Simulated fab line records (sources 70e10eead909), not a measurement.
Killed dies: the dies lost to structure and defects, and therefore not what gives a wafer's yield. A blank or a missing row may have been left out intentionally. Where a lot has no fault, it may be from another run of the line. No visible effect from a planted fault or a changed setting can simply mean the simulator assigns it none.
fab line records    flow nandHarc
[record] lots = 6  wafers = 18  lastDay = 24
route steps=1159 shown A_CONTACT@957 A_BLC@964 END@1159
lots with no fault: from the same line, run without faults
startH: the number of hours between the record's first day and the start of the first shown wafer of the lot    waitH: how many hours have passed since the lot's step before this one    " repeats the value in the row above    L1.1+2: several wafers, shown together as one row    - value missing, or start not given    * or withheld: withheld    < > ~ a bound
route shown NAME@n: a module of which the file shows steps, and the number in the route of the first    usual: mean/standard deviation of fault-free wafers    same: alike in all rows    chamber/n: place in a boat    sites: each site's reading    _std_site: the values' standard deviation    _edge_site: the outer-site mean with the inner-site mean subtracted    radiusMm: for every site, how far away it sits from the centre of the wafer    mask NAME#n: copy n    behind: the tool/chamber that last shaped the wafer    hold: why the lot went on hold/how many hours it stayed there/how the hold came to an end    device: the transistor (n, p or np) that didn't switch    end of line: at the end of the route, the tests of the same wafers    step lacking rows: just its recipe    killed: dies that structure and defects cost at the first sort, which is not the same as the wafer's yield    map: per-die view of a wafer (x killed, . not killed, _ where there is no die)
set.NAME: the setting that was run; set.NAME@STEP: the one run at that earlier step    model.NAME: the simulator's own value behind a step, which no gauge read
lots seen at some steps along the route; tables by step, rows by wafer
services: a tool's chamber out of use, with start hour (startH, from the record's first day; less than 0 if before it), hours out, and reason
[[steps]]
[step NHARC_A_CONTACT_STRIP_27]
[recipe] timeS = 600  tempC = 30  chemistry = postEtchResidueRemover
[step NHARC_A_CONTACT_ALD_18]
[recipe] targetThkA = 30  pulseTimeS = 1  aldCycles = 150  tempC = 450  material = TiN
[usual] heaterPowerW = 1106/120  precursorPulseHeightRel = 1.003/0.021
[same] aldCycles = 150
lot.wafer  tool         chamber  startH  waitH  heaterPowerW  precursorPulseHeightRel
L521.6     aldMetal-03  1        392.66  -      996           1.024
L521.5     "            2        "       "      1051          0.988
L521.4     "            3        "       "      1126          1.008
L532.2     aldMetal-02  1        460.43  -      1246          1.017
L532.1     "            0        "       "      1183          0.976
L532.5     "            2        "       "      1172          1.034
L533.3     aldMetal-04  0        462.05  -      977           0.998
L533.1     "            1        "       "      1068          0.994
L533.2     "            3        "       "      1004          0.996
L537.1     aldMetal-02  1        490.67  -      1257          0.991
L537.5     "            3        "       "      1006          0.992
L537.6     "            0        "       "      1127          0.979
L542.1     aldMetal-04  2        516.35  -      1435          0.974
L542.3     "            3        "       "      993           0.982
L542.2     "            1        "       "      1068          0.989
L541.3     aldMetal-04  2        519.70  -      1441          0.980
L541.6     "            1        "       "      1094          1.004
L541.5     "            2        "       "      1460          1.023
[step NHARC_A_CONTACT_CVD_19]
[recipe] targetThkA = 3000  tempC = 300  pressureTorr = 40  wf6FlowSccm = 40  h2FlowSccm = 1600  arFlowSccm = 1560  timeS = 802  material = W
[usual] heaterPowerW = 457/29  throttleValvePct = 7.97/0.25
lot.wafer  tool     chamber  startH  waitH  heaterPowerW  throttleValvePct
L521.4     cvdW-02  1        -       -      421           7.79
L521.5     "        0        "       "      453           8.01
L521.6     "        1        "       "      417           7.88
L532.1     cvdW-01  0        -       -      498           8.41
L532.2     "        1        "       "      447           8.00
L532.5     "        1        "       "      455           7.97
L533.2     cvdW-02  1        -       -      433           8.09
L533.1     "        0        "       "      450           7.72
L533.3     "        1        "       "      430           8.06
L537.1     cvdW-01  0        -       -      515           8.02
L537.6     "        0        "       "      523           7.93
L537.5     "        1        "       "      455           7.70
L542.2     cvdW-02  1        -       -      429           8.01
L542.1     "        0        "       "      443           7.45
L542.3     "        1        "       "      431           8.16
L541.3     cvdW-02  0        -       -      458           7.71
L541.6     "        0        "       "      459           7.74
L541.5     "        1        "       "      435           8.01
[step NHARC_A_CONTACT_CMP_20]
[recipe] tOverpolishS = 30  targetThkNm = 300
[usual] motorCurrentA = 12.1/1.1  overpolishRunS = 30.000/0.0083  timeToEndpointS = 60.1/3
lot.wafer  tool    chamber  startH  waitH  motorCurrentA  overpolishRunS  timeToEndpointS
L521.4     cmp-01  1        395.57  0.5    11.6           29.984          53.5
L521.6     "       2        "       "      12.4           29.983          57.7
L521.5     "       3        "       "      13.3           29.992          56.1
L532.2     cmp-02  0        466.89  0.6    11.9           30.004          61.8
L532.1     "       1        "       "      11.8           30.001          66.0
L532.5     "       0        "       "      11.9           29.997          61.5
L533.1     cmp-04  3        469.00  0.6    13.7           30.010          59.8
L533.2     "       0        "       "      13.3           30.005          59.2
L533.3     "       1        "       "      10.7           30.000          62.5
L537.1     cmp-04  1        496.61  0.8    10.7           29.990          65.0
L537.5     "       2        "       "      12.5           30.000          60.4
L537.6     "       3        "       "      14.2           30.003          61.2
L542.3     cmp-04  0        517.44  0.5    13.2           29.990          57.2
L542.2     "       2        "       "      12.8           30.005          57.9
L542.1     "       3        "       "      13.7           29.991          55.5
L541.3     cmp-01  1        520.84  0.6    11.6           30.007          55.9
L541.5     "       2        "       "      12.2           29.995          62.2
L541.6     "       3        "       "      13.3           29.989          57.9
[step NHARC_A_CONTACT_SRD_22]
[step NHARC_A_CONTACT_INSPECT_23]
[usual] rawDefectCount = 477/190
lot.wafer  tool              chamber  startH  waitH  rawDefectCount
L521.4     defectInspect-01  -        395.90  0.1    445
L521.5     "                 -        "       "      456
L521.6     "                 -        "       "      526
L532.1     defectInspect-01  -        467.29  0.1    488
L532.2     "                 -        "       "      440
L532.5     "                 -        "       "      429
L533.1     defectInspect-02  -        469.40  0.1    577
L533.2     "                 -        "       "      431
L533.3     "                 -        "       "      599
L537.1     defectInspect-02  -        496.94  0.1    370
L537.5     "                 -        "       "      372
L537.6     "                 -        "       "      335
L542.1     defectInspect-01  -        517.84  0.1    560
L542.2     "                 -        "       "      471
L542.3     "                 -        "       "      383
L541.3     defectInspect-02  -        521.17  0.1    375
L541.5     "                 -        "       "      343
L541.6     "                 -        "       "      371
[step NHARC_A_BLC_DEHYDRATE_00]
[recipe] tempC = 150  timeS = 120
[step NHARC_A_BLC_HMDS_01]
[recipe] timeS = 30
[step NHARC_A_BLC_COAT_02]
[recipe] tempC = 260  timeS = 75
[step NHARC_A_BLC_COAT_03]
[recipe] tempC = 225  timeS = 65
[step NHARC_A_BLC_COAT_04]
[recipe] spinRpm = 1500  resistThkNm = 90
[step NHARC_A_BLC_SOFTBAKE_05]
[recipe] tempC = 105  timeS = 55
[usual] heaterPowerTotalW = 188.46/0.16
lot.wafer  tool           chamber  startH  waitH  heaterPowerTotalW
L521.4     lithoTrack-06  0        395     -      188.34
L521.5     "              0        "       "      188.30
L521.6     "              0        "       "      188.79
L532.1     lithoTrack-01  0        467     -      188.63
L532.2     "              0        "       "      188.61
L532.5     "              0        "       "      188.58
L533.1     lithoTrack-01  0        469     -      192.86
L533.2     "              0        "       "      193.06
L533.3     "              0        "       "      193.26
L537.1     lithoTrack-01  0        497     -      193.01
L537.5     "              0        "       "      193.42
L537.6     "              0        "       "      193.01
L542.1     lithoTrack-04  0        517     -      188.39
L542.2     "              0        "       "      188.75
L542.3     "              0        "       "      188.66
L541.3     lithoTrack-06  0        521     -      188.38
L541.5     "              0        "       "      188.70
L541.6     "              0        "       "      188.31
[step NHARC_A_BLC_EBR_06]
[step NHARC_END_SORT_01]
[recipe] tempC = 25
[usual] killedAtArray = 25/9.2  killedAtOther = 0.9/1.3  killedAtPeriphery = 3.3/2.3  killedDies = 29/9.6  killedOpen = 3.2/1.8  killedShort = 2/1.4
[same] grossDies = 677
lot.wafer  tool       chamber  startH  waitH  killedAtArray  killedAtOther  killedAtPeriphery  killedDies  killedOpen  killedShort
L533.1     prober-01  0        512.24  2.5    24             2              1                  27          4           1
L533.2     prober-01  0        513.05  2.8    17             0              3                  20          2           2
L533.3     prober-01  0        513.86  3.1    19             0              1                  20          4           1
L532.1     prober-02  0        520.08  2.5    29             1              7                  37          2           4
L532.2     prober-02  0        520.87  2.8    28             0              2                  30          2           2
L532.5     prober-02  0        523.25  3.7    28             0              4                  32          1           1
// killed by level:class
L533.1 A_CHANNEL_HOLE_D1:chamberFilmFlake=6 A_STAIRCASE:chamberFilmFlake=5 A_CONTACT:chamberFilmFlake=4 A_CONTACT:geometricParticle:open=2 A_SGD_CUT:chamberFilmFlake=2 THIN_TSV:chamberFilmFlake=2 A_SGD_CUT:geometricParticle:open=1 A_M0:geometricParticle:open=1
L533.2 A_CHANNEL_HOLE_D1:chamberFilmFlake=6 A_STAIRCASE:chamberFilmFlake=3 A_SGD_CUT:chamberFilmFlake=3 A_CONTACT:chamberFilmFlake=2 P_M0:geometricParticle:open=1 P_M2:geometricParticle:short=1 A_CHANNEL_FILL_D1:geometricParticle:open=1 A_CONTACT:geometricParticle:short=1
L533.3 A_STAIRCASE:chamberFilmFlake=6 A_SGD_CUT:chamberFilmFlake=3 A_CONTACT:chamberFilmFlake=3 A_ONON_D1:geometricParticle:short=1 A_ONON_D1:geometricParticle:open=1 A_CHANNEL_FILL_D1:geometricParticle:open=1 A_CONTACT:geometricParticle:open=1 A_BLC:geometricParticle:open=1
L532.1 A_CHANNEL_HOLE_D1:chamberFilmFlake=17 P_ZERO_WELL:chamberFilmFlake=4 P_GATE:chamberFilmFlake=2 A_STAIRCASE:chamberFilmFlake=2 A_WL_FILL:chamberFilmFlake=2 A_CONTACT:chamberFilmFlake=2 P_BONDPAD:geometricParticle:open=1 A_STAIRCASE:geometricParticle:short=1
L532.2 A_CHANNEL_HOLE_D1:chamberFilmFlake=18 P_ZERO_WELL:chamberFilmFlake=2 A_CONTACT:chamberFilmFlake=2 A_SOURCE_PLATE:geometricParticle:open=1 A_SOURCE_PLATE:geometricParticle:short=1 A_ONON_D1:geometricParticle:short=1 A_CHANNEL_FILL_D1:geometricParticle:open=1 A_ZERO_WELL:chamberFilmFlake=1
L532.5 A_CHANNEL_HOLE_D1:chamberFilmFlake=17 A_ZERO_WELL:chamberFilmFlake=4 A_CONTACT:chamberFilmFlake=3 P_GATE:chamberFilmFlake=2 A_BLC:geometricParticle:open=1 A_BLC:geometricParticle:short=1 P_ZERO_WELL:chamberFilmFlake=1 P_STI:chamberFilmFlake=1
[[services]]
tool           chamber  startH  hours  kind
cmp-01         -        375.50  4.0    pm
cvdW-02        -        379.65  13.0   pm
cvdW-02        0        379.65  13.0   ventCycle
cvdW-02        1        379.65  13.0   ventCycle
aldMetal-03    0        391.12  25.6   repair
cvdW-02        0        392.65  -      clean
cmp-02         -        397.79  1.1    repair
cmp-04         -        399.13  4.0    pm
aldMetal-04    -        406.00  10.0   pm
cmp-02         -        422.66  4.0    pm
lithoTrack-01  -        443.00  7.0    pm
aldMetal-03    3        444.70  3.1    repair
cmp-02         -        445.32  2.6    repair
aldMetal-03    -        445.91  0.2    repair
lithoTrack-06  -        467.00  7.0    pm
cmp-01         -        473.53  4.0    pm
cvdW-01        -        474.02  13.0   pm
cvdW-02        -        482.44  0.6    repair
aldMetal-04    3        489.72  25.8   repair
lithoTrack-04  -        491.00  7.0    pm
cmp-04         -        497.13  4.0    pm
aldMetal-03    -        500.00  10.0   pm
cvdW-01        -        515.86  1.4    repair
cmp-02         -        520.66  4.0    pm
[[key]]
[firstSign] step = NHARC_A_BLC_SOFTBAKE_05  reading = heaterPowerTotalW  direction = up  sigmas = 29  usual = *  struck = *
effect none on later readings
metAt NHARC_A_BLC_SOFTBAKE_05
struckWafers L533.1,L533.2,L533.3,L537.1,L537.5,L537.6
testerLeftOut L533,L537
onsetBetween 467 469
[fault] kind = processParameterDrift  tool = lithoTrack-01  chamber = -  onsetH = 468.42  steps = NHARC_A_BLC_SOFTBAKE_05  channel = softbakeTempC  offset = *  shape = step  endH = 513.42  actsIn = *  stated = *
// testerLeftOut: of these lots the tester's yield and bins aren't shown, on N5 and GAA mostly nor the transistor test; their killed dies are dies lost to structure and defects alone, not to doping, threshold or leakage, so they don't give the yield
